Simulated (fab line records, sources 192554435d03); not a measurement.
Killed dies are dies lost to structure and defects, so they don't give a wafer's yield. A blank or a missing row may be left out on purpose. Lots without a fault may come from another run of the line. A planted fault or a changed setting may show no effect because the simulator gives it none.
Which tool did it? | flow n5_finfet | 11 lots, 30 wafers sampled, at 5 steps of a route of 1938

WHAT THE GAUGES READ, wafer by wafer
N5_BEOL_M4_RC_MEAS_101. Usual: DIBL_N 36.3 mV/V, standard deviation 1.6; DIBL_P 36.2 mV/V, standard deviation 2.1; IOFF_N 0.16 nA/um, standard deviation 0.031; IOFF_P 0.21 nA/um, standard deviation 0.034; ION_N 673 uA/um, standard deviation 11; ION_P 461 uA/um, standard deviation 7.4; SS_N 71.6 mV/dec, standard deviation 0.55; SS_P 73.3 mV/dec, standard deviation 0.66; VT_N 251 mV, standard deviation 3.2; VT_P -251 mV, standard deviation 3.5.
lot  | measured     | on        | DIBL_N (mV/V)  | DIBL_P (mV/V)  | IOFF_N (nA/um) | IOFF_P (nA/um) | ION_N (uA/um) | ION_P (uA/um) | SS_N (mV/dec)  | SS_P (mV/dec)  | VT_N (mV)   | VT_P (mV)      | flag
L258 | day 7 13:00  | prober-02 | 36.6 34.4      | 35.7 33.3      | 0.16 0.13      | 0.23 0.19      | 678 683       | 469 473       | 72.4 71.6      | 73.7 73.3      | 250 252     | -252 -250      |
L260 | day 7 19:15  | prober-02 | 33.4 35.0      | 33.4 36.1      | 0.12 0.15      | 0.15 0.20      | 664 661       | 452 453       | 70.8 71.6      | 72.9 73.3      | 258 249     | -254 -251      |
L264 | day 9 00:52  | prober-01 | 39.4 39.9 40.0 | 39.1 40.1 39.6 | 0.25 0.24 0.26 | 0.27 0.28 0.28 | 681 683 683   | 460 461 464   | 72.0 72.9 72.5 | 74.2 74.2 73.5 | 244 245 246 | -247 -247 -248 |
L274 | day 11 05:26 | prober-02 | 37.3 33.8 35.9 | 38.7 33.8 36.8 | 0.19 0.12 0.17 | 0.27 0.20 0.24 | 687 680 680   | 475 476 469   | 71.9 70.7 71.6 | 73.0 72.2 73.1 | 245 252 247 | -241 -248 -244 |
L273 | day 11 16:39 | prober-02 | 36.4 34.2 34.8 | 34.9 32.6 34.5 | 0.15 0.12 0.14 | 0.19 0.16 0.19 | 674 643 660   | 457 451 459   | 71.6 71.2 70.7 | 72.7 71.4 73.0 | 248 255 253 | -251 -251 -252 |
L277 | day 12 04:56 | prober-01 | 36.5 36.2 35.5 | 37.0 36.8 34.7 | 0.16 0.15 0.13 | 0.20 0.20 0.17 | 669 665 661   | 462 460 452   | 72.3 71.2 71.5 | 73.6 73.7 73.0 | 251 251 256 | -249 -251 -253 |
L279 | day 12 17:08 | prober-01 | 36.8 38.1      | 35.2 37.4      | 0.15 0.17      | 0.19 0.21      | 667 689       | 454 464       | 71.3 71.6      | 73.0 74.0      | 253 246     | -254 -253      |
L281 | day 13 10:01 | prober-01 | 37.9 39.1 39.1 | 38.5 41.1 41.7 | 0.19 0.23 0.25 | 0.23 0.28 0.29 | 687 697 708   | 466 472 478   | 71.7 73.3 72.5 | 74.6 74.0 74.3 | 248 245 243 | -249 -248 -248 |

WHICH TOOL RAN EACH LOT (tool, then ch and the chambers of the sampled wafers, then the start)
lot  | N5_BEOL_M1_ANNEAL_87         | N5_BEOL_M1_ANNEAL_95         | N5_BEOL_M1_SPUTTER_96        | N5_BEOL_M1_DEP_57
L258 | pvd_sputter-03, day 6 06:11  | pvd_sputter-03, day 6 07:04  | pvd_sputter-03, day 6 07:13  | pecvd-01 ch 0,2, day 6 08:11
L260 | pvd_sputter-03, day 6 14:22  | pvd_sputter-03, day 6 15:14  | pvd_sputter-03, day 6 15:23  | pecvd-01 ch 0,1, day 6 16:33
L264 | pvd_sputter-03, day 7 14:19  | pvd_sputter-03, day 7 15:12  | pvd_sputter-03, day 7 15:20  | pecvd-03 ch 1,2, day 7 16:25
L266 | pvd_sputter-03, day 8 10:52  | pvd_sputter-03, day 8 11:45  | pvd_sputter-03, day 8 11:53  | pecvd-01 ch 0,1,2, day 8 12:52
L268 | pvd_sputter-02, day 8 12:41  | pvd_sputter-02, day 8 13:34  | pvd_sputter-02, day 8 13:43  | pecvd-01 ch 0,1,2, day 8 14:55
L269 | pvd_sputter-02, day 8 22:22  | pvd_sputter-02, day 8 23:14  | pvd_sputter-02, day 8 23:23  | pecvd-04 ch 1,2, day 9 00:22
L274 | pvd_sputter-03, day 9 21:24  | pvd_sputter-03, day 9 22:17  | pvd_sputter-03, day 9 22:25  | pecvd-04 ch 0,1,2, day 9 23:25
L273 | pvd_sputter-02, day 10 13:14 | pvd_sputter-02, day 10 14:07 | pvd_sputter-02, day 10 14:16 | pecvd-01 ch 0,1,2, day 10 15:14
L277 | pvd_sputter-03, day 10 23:34 | pvd_sputter-03, day 11 00:26 | pvd_sputter-03, day 11 00:35 | pecvd-01 ch 0,1, day 11 01:34
L279 | pvd_sputter-01, day 11 11:15 | pvd_sputter-01, day 11 12:08 | pvd_sputter-01, day 11 12:16 | pecvd-04 ch 2, day 11 13:17
L281 | pvd_sputter-01, day 12 05:00 | pvd_sputter-01, day 12 05:53 | pvd_sputter-01, day 12 06:01 | pecvd-04 ch 0,1,2, day 12 07:08
- N5_BEOL_M1_ANNEAL_87: time 240 s.
- N5_BEOL_M1_ANNEAL_95: time 240 s.
- N5_BEOL_M1_SPUTTER_96: material Cu, target thk 4.5 nm, time 8.29 s.
- N5_BEOL_M1_DEP_57: deposits SiCN from 3MS/NH3, target thk 8 nm, time 14 s.

WHAT THE TOOLS THEMSELVES READ (means of the sampled wafers that have a number; where no wafer has one, the mark that the record gives instead)
N5_BEOL_M1_ANNEAL_87. Usual: heater_power_w 823 W, standard deviation 58.
lot  | tool           | heater_power_w (W) | flag
L258 | pvd_sputter-03 | 806                |
L260 | pvd_sputter-03 | 824                |
L264 | pvd_sputter-03 | 836                |
L266 | pvd_sputter-03 | 873                |
L268 | pvd_sputter-02 | 777                |
L269 | pvd_sputter-02 | 766                |
L274 | pvd_sputter-03 | 860                |
L273 | pvd_sputter-02 | 800                |
L277 | pvd_sputter-03 | 825                |
L279 | pvd_sputter-01 | 818                |
L281 | pvd_sputter-01 | 844                |

N5_BEOL_M1_ANNEAL_95. Usual: heater_power_w 826 W, standard deviation 60.
lot  | tool           | heater_power_w (W) | flag
L258 | pvd_sputter-03 | 796                |
L260 | pvd_sputter-03 | 834                |
L264 | pvd_sputter-03 | 822                |
L266 | pvd_sputter-03 | 883                |
L268 | pvd_sputter-02 | 779                |
L269 | pvd_sputter-02 | 781                |
L274 | pvd_sputter-03 | 854                |
L273 | pvd_sputter-02 | 809                |
L277 | pvd_sputter-03 | 814                |
L279 | pvd_sputter-01 | 822                |
L281 | pvd_sputter-01 | 855                |

N5_BEOL_M1_SPUTTER_96. Usual: throttle_valve_pct 29.6 %, standard deviation 1.2.
lot  | tool           | throttle_valve_pct (%) | flag
L258 | pvd_sputter-03 | 30.8                   |
L260 | pvd_sputter-03 | 29.1                   |
L264 | pvd_sputter-03 | 30.5                   |
L266 | pvd_sputter-03 | 30.4                   |
L268 | pvd_sputter-02 | 28.9                   |
L269 | pvd_sputter-02 | 29.3                   |
L274 | pvd_sputter-03 | 29.2                   |
L273 | pvd_sputter-02 | 28.7                   |
L277 | pvd_sputter-03 | 31.3                   |
L279 | pvd_sputter-01 | 29.4                   |
L281 | pvd_sputter-01 | 29.7                   |

N5_BEOL_M1_DEP_57. Usual: chamber_pressure_Torr 3.002 Torr, standard deviation 0.0061; rf_fwd_power_W 199.0 W, standard deviation 1.2; showerhead_plenum_p_Torr 3.657 Torr, standard deviation 0.011; throttle_valve_pct 9.2 %, standard deviation 0.75.
lot  | tool     | chamber_pressure_Torr (Torr) | rf_fwd_power_W (W) | showerhead_plenum_p_Torr (Torr) | throttle_valve_pct (%) | flag
L258 | pecvd-01 | 3.000                        | 200.3              | 3.665                           | 8.6                    |
L260 | pecvd-01 | 3.002                        | 198.3              | 3.658                           | 9.6                    |
L264 | pecvd-03 | 3.005                        | 199.4              | 3.655                           | 9.1                    |
L266 | pecvd-01 | -                            | -                  | -                               | -                      | OFF
L268 | pecvd-01 | -                            | -                  | -                               | -                      | OFF
L269 | pecvd-04 | -                            | -                  | -                               | -                      | OFF
L274 | pecvd-04 | 2.997                        | 199.0              | 3.652                           | 9.3                    |
L273 | pecvd-01 | 3.004                        | 199.6              | 3.653                           | 9.0                    |
L277 | pecvd-01 | 3.006                        | 199.3              | 3.653                           | 9.7                    |
L279 | pecvd-04 | 3.011                        | 198.8              | 3.655                           | 8.3                    |
L281 | pecvd-04 | 3.002                        | 199.0              | 3.654                           | 9.4                    |

THE ANSWER, worked out from the rows above alone
Rule: a lot is off if the mean of its wafers that have a number lies more than 3 standard deviations from the usual mean. A lot without any number at a reading at which 4 lots or more have one is off too. The other lots that the step has rows for count as sound. The gauges are gone through in route order, then the tools' own readings, and for those a lot's mean is taken as printed above. The first step at which some lot is off is used, and at that step the reading that is off furthest; a lot without a number counts as furthest.
Off: L266, L268, L269, at N5_BEOL_M1_DEP_57 (chamber_pressure_Torr). Without a number there: L266, L268, L269.
A tool fits if, at that step or a process step before it, it ran every lot that is off, and no sound lot after the first of them. None of those tried fits.

WHAT THE SIMULATOR HAD PUT IN
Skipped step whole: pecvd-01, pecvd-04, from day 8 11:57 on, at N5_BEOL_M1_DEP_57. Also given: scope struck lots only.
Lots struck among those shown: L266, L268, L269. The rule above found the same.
